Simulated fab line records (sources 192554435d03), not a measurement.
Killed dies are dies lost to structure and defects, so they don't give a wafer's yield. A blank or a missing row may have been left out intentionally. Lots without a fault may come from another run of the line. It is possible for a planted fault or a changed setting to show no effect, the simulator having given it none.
Which tool is to blame? :: flow n5Finfet :: route of 1938 steps, sampled at 1 step: 15 lots, 45 wafers

== WHAT EACH GAUGE READ, for each wafer ==
N5_HKMG_FIN_THK_MEAS_70: measures by xrf. Usual: HK_THK typically reads 1.603 nm, with standard deviation 0.019.
lot: L287
measured: day 4 17:15
on: filmMetro-02
HK_THK (nm): 1.638 1.576 1.621
flag: 

lot: L289
measured: day 5 01:09
on: filmMetro-01
HK_THK (nm): 1.599 1.596 1.574
flag: 

lot: L288
measured: day 5 04:42
on: filmMetro-01
HK_THK (nm): 1.585 1.589 1.595
flag: 

lot: L291
measured: day 5 16:28
on: filmMetro-02
HK_THK (nm): 1.617 1.649 1.635
flag: 

lot: L290
measured: day 5 17:06
on: filmMetro-01
HK_THK (nm): 1.596 1.620 1.601
flag: 

lot: L294
measured: day 6 05:59
on: filmMetro-02
HK_THK (nm): 1.631 1.594 1.612
flag: 

lot: L296
measured: day 6 22:42
on: filmMetro-01
HK_THK (nm): 1.594 1.593 1.597
flag: 

lot: L299
measured: day 7 19:00
on: filmMetro-01
HK_THK (nm): 1.583 1.590 1.604
flag: 

lot: L300
measured: day 8 02:49
on: filmMetro-02
HK_THK (nm): 1.650 1.593 1.608
flag: 

lot: L301
measured: day 8 03:56
on: filmMetro-01
HK_THK (nm): 1.597 1.609 1.569
flag: 

lot: L302
measured: day 8 07:31
on: filmMetro-01
HK_THK (nm): 1.601 1.582 1.608
flag: 

lot: L304
measured: day 9 00:52
on: filmMetro-02
HK_THK (nm): 1.580 1.611 1.575
flag: 

lot: L306
measured: day 9 11:01
on: filmMetro-02
HK_THK (nm): 1.626 1.587 1.567
flag: 

lot: L307
measured: day 9 16:05
on: filmMetro-02
HK_THK (nm): 1.620 1.609 1.655
flag: 

lot: L308
measured: day 9 20:29
on: filmMetro-02
HK_THK (nm): 1.585 1.617 1.625
flag: 

== WHAT TOOL EACH LOT RAN ON (gives the tool, then ch and the chambers of the sampled wafers, and finally the start) ==
There is no process step in the record ahead of these readings.

== AS READ BY THE TOOLS THEMSELVES (means over the sampled wafers that have a number; for cases with no such wafer, the mark the record gives instead) ==
The record holds no such reading with a usual standard deviation.

== THE ANSWER, worked out from the rows above alone ==
Rule: a lot counts as off when the mean over its wafers that have a number is more than 3 standard deviations away from the usual mean. A lot without any number at a reading at which 4 lots or more have one is off too. Where the step has rows for the other lots, those lots are counted as sound. Order of review: gauges by route order, followed by the tools' own readings, for which a lot's mean as printed above is used. At the first step where some lot is off, the reading lying furthest off is the one used; lots without a number count as furthest.
None of the lots is off at any reading shown; this tells nothing.

== WHAT THE SIMULATOR HAD PUT IN ==
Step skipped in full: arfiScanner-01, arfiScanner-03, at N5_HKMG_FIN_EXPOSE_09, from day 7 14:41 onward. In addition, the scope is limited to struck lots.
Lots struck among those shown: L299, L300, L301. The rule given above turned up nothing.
